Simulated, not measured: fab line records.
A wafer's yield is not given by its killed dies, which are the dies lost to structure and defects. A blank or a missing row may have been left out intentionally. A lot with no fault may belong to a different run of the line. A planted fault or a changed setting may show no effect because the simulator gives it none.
Which of the tools did it? -- flow n5 finfet -- at 1 step of a route of 1938, 24 lots with 72 wafers sampled

== WHAT EACH GAUGE READ, for each wafer ==
N5_BEOL_M10_THK_MEAS_01.
lot,measured,on,M10_ILD_THK (nm)
L076,day 11 19:01,film metro-01,267 274 270
L078,day 12 04:34,film metro-01,269 269 270
L074,day 12 07:57,film metro-01,273 268 275
L077,day 12 12:37,film metro-02,265 270 271
L079,day 12 16:45,film metro-02,267 268 274
L080,day 12 17:25,film metro-01,266 270 271
L075,day 12 21:32,film metro-02,272 271 274
L081,day 13 11:04,film metro-01,267 268 269
L083,day 13 14:28,film metro-01,261 267 271
L082,day 13 14:33,film metro-02,268 273 272
L086,day 14 18:11,film metro-02,265 266 270
L084,day 15 01:33,film metro-01,264 272 269
L085,day 15 01:50,film metro-02,265 266 269
L087,day 15 04:10,film metro-01,270 269 272
L088,day 15 19:59,film metro-01,266 265 271
L089,day 15 20:57,film metro-02,271 268 272
L091,day 15 21:59,film metro-02,272 270 270
L094,day 16 03:32,film metro-02,265 276 271
L090,day 16 06:26,film metro-02,265 266 271
L092,day 16 13:07,film metro-02,266 273 274
L093,day 16 15:50,film metro-02,266 271 269
L096,day 17 16:05,film metro-02,266 266 271
L095,day 17 17:38,film metro-02,265 260 263
L097,day 18 19:12,film metro-02,262 270 268

== WHAT TOOL EACH LOT RAN ON (gives the tool, then ch and the chambers of the sampled wafers, and finally the start) ==
No process step before these readings appears in the record.

== AS READ BY THE TOOLS THEMSELVES (means over the sampled wafers that have a number; for cases with no such wafer, the mark the record gives instead) ==
The record holds no such reading with a usual standard deviation.

== THE ANSWER, worked out from the rows above alone ==
Rule: the lots themselves supply what counts as usual. The widest of any qualifying gaps counts: lots, ordered by their means at a reading, are off when they make up no more than a third of the lots, leave a main group of 4 or more, and stand apart from it by 3 or more times the standard deviation of that group's means. A main group is skipped when, at the precision printed for the reading in the tables above, its means are all equal. A lot without any number at a reading at which 4 lots or more have one is off too. Any other lot the step has rows for is counted as sound. After the gauges, taken in route order, come the tools' own readings; for these a lot's mean is taken, as printed above. The first step at which some lot is off is used, and at that step the reading that is off furthest; a lot without a number counts as furthest.
Across all readings shown, no lot is off: no conclusion can be drawn from this.

== WHAT THE SIMULATOR HAD INSERTED ==
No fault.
